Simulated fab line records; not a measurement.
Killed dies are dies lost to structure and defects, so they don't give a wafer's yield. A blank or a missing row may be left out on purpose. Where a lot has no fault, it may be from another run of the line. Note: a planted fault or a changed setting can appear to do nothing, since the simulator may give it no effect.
Lot-split experiment	flow n5Finfet	7 lots, 39 wafers read, on a route of 1938 steps

## SPLIT DETAILS
At N5_BEOL_M12_ETCH_59 (etches BARC in N2/H2, target depth 89 nm, overetch 26.7 nm, time 67.9 s), the setting targetDepthA was moved away from the recipe's 890 angstrom on 15 of the 39 wafers read, by -58.4% to +52.2%. All remaining wafers had this setting at the recipe value.

There is no step in the file separating the split from the reading.

## THE READING
coat_of_BEOL_M12_COAT_04.thkNm (the simulator's own value, which no gauge read), in nm, at N5_BEOL_M12_VIA_ETCH_16 (etches SiOC in C4F8/O2/Ar, target depth 724.8 nm). The file gives no usual value for it. Average 125.4 nm, standard deviation 3.6 nm, over the 24 wafers here run with the recipe.

wafer	tool, chamber at the split	targetDepthA as run, angstrom	against the recipe	coat_of_BEOL_M12_COAT_04.thkNm, nm	against lot-mates on the recipe
L076.1	rieDiel-06, 0	890	recipe	126.2	-
L076.4	rieDiel-06, 3	890	recipe	128.2	-
L076.6	rieDiel-06, 0	890	recipe	122.6	-
L078.1	rieDiel-03, 0	605.3	-32.0%	140	+13.5
L078.2	rieDiel-03, 3	890	recipe	128.2	-
L078.3	rieDiel-03, 1	890	recipe	127.8	-
L078.4	rieDiel-03, 2	605.3	-32.0%	139.4	+12.9
L078.5	rieDiel-03, 2	605.3	-32.0%	145.4	+18.9
L078.6	rieDiel-03, 1	890	recipe	123.6	-
L082.1	rieDiel-06, 1	890	recipe	121.6	-
L082.2	rieDiel-06, 0	890	recipe	123.6	-
L082.3	rieDiel-06, 3	703	-21.0%	138.8	+17.1
L082.4	rieDiel-06, 2	703	-21.0%	135.2	+13.5
L082.5	rieDiel-06, 1	703	-21.0%	130.8	+9.1
L082.6	rieDiel-06, 0	890	recipe	119.8	-
L089.1	rieDiel-03, 1	890	recipe	123.6	-
L089.2	rieDiel-03, 2	890	recipe	130.4	-
L089.3	rieDiel-03, 3	890	recipe	123.2	-
L089.4	rieDiel-03, 0	1355	+52.2%	91.2	-34.5
L089.5	rieDiel-03, 0	1355	+52.2%	90.6	-35.1
L089.6	rieDiel-03, 3	1355	+52.2%	99.4	-26.3
L094.1	rieDiel-01, 1	890	recipe	131.6	-
L094.2	rieDiel-01, 2	451.7	-49.2%	149.4	+21.7
L094.3	rieDiel-01, 1	890	recipe	126.8	-
L094.4	rieDiel-01, 2	890	recipe	124.8	-
L094.5	rieDiel-01, 1	451.7	-49.2%	147.4	+19.7
L094.6	rieDiel-01, 2	451.7	-49.2%	150.8	+23.1
L095.1	rieDiel-06, 1	890	recipe	129	-
L095.2	rieDiel-06, 0	890	recipe	128.2	-
L095.3	rieDiel-06, 3	890	recipe	127.6	-
L095.4	rieDiel-06, 3	890	recipe	129.2	-
L095.5	rieDiel-06, 0	890	recipe	123	-
L095.6	rieDiel-06, 1	890	recipe	122.6	-
L097.1	rieDiel-01, 1	370.6	-58.4%	156.6	+34.3
L097.2	rieDiel-01, 0	370.6	-58.4%	158.8	+36.5
L097.3	rieDiel-01, 3	890	recipe	119.6	-
L097.4	rieDiel-01, 2	370.6	-58.4%	150	+27.7
L097.5	rieDiel-01, 3	890	recipe	118.2	-
L097.6	rieDiel-01, 0	890	recipe	129	-

FIT RESULTS
A straight line over all 39 wafers: coat_of_BEOL_M12_COAT_04.thkNm changes by -0.536 nm for each +1% of targetDepthA; r = -0.97; the points scatter about the line by 3.7 nm.
The same after taking each lot's own level away (the mean of its wafers on the recipe; 39 wafers): -0.547 nm for each +1%; r = -0.97; scatter 3.7 nm.
The reading moves by 32 nm for the largest change in targetDepthA, on that fit.
Across the lots, their own levels run from 121.67 to 127.73 nm, a range of 1.7 times the standard deviation given above.
So the lot-to-lot level changes the slope little: the two slopes agree.
Check: for one of the wafers moved furthest among these (-58.4%), held out of the fit, the line's prediction against its lot-mates is +30.8 nm. Against them it came out at +34.3 nm.

## THE WHOLE CHAIN: every reading that the file lists as answering this split, in the file's order
step	what it does	reading	change (the file's fit)	r (the file's)
N5_BEOL_M12_ETCH_59	etches BARC in N2/H2, target depth 89 nm, overetch 26.7 nm, time 67.9 s	coat_of_BEOL_M12_COAT_04.thkNm (the simulator's own value, which no gauge read)	-0.518 nm for each +1% of the setting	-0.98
N5_BEOL_M12_ETCH_59	etches BARC in N2/H2, target depth 89 nm, overetch 26.7 nm, time 67.9 s	etch.depthNm (the simulator's own value, which no gauge read)	not straight: 62 at the lowest setting, 89 at the recipe, 89.04 at the highest	not given
N5_BEOL_M12_VIA_ETCH_16	etches SiOC in C4F8/O2/Ar, target depth 724.8 nm	coat_of_BEOL_M12_COAT_04.thkNm (the simulator's own value, which no gauge read)	-0.539 nm for each +1% of the setting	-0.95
N5_BEOL_M12_STRIP_63	strips in N2/H2	stripTimeToEndpointS	withheld for each +1% of the setting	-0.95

## FILE'S OWN FIT
coat_of_BEOL_M12_COAT_04.thkNm changes by -0.539 nm for each +1% of targetDepthA, r = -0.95.
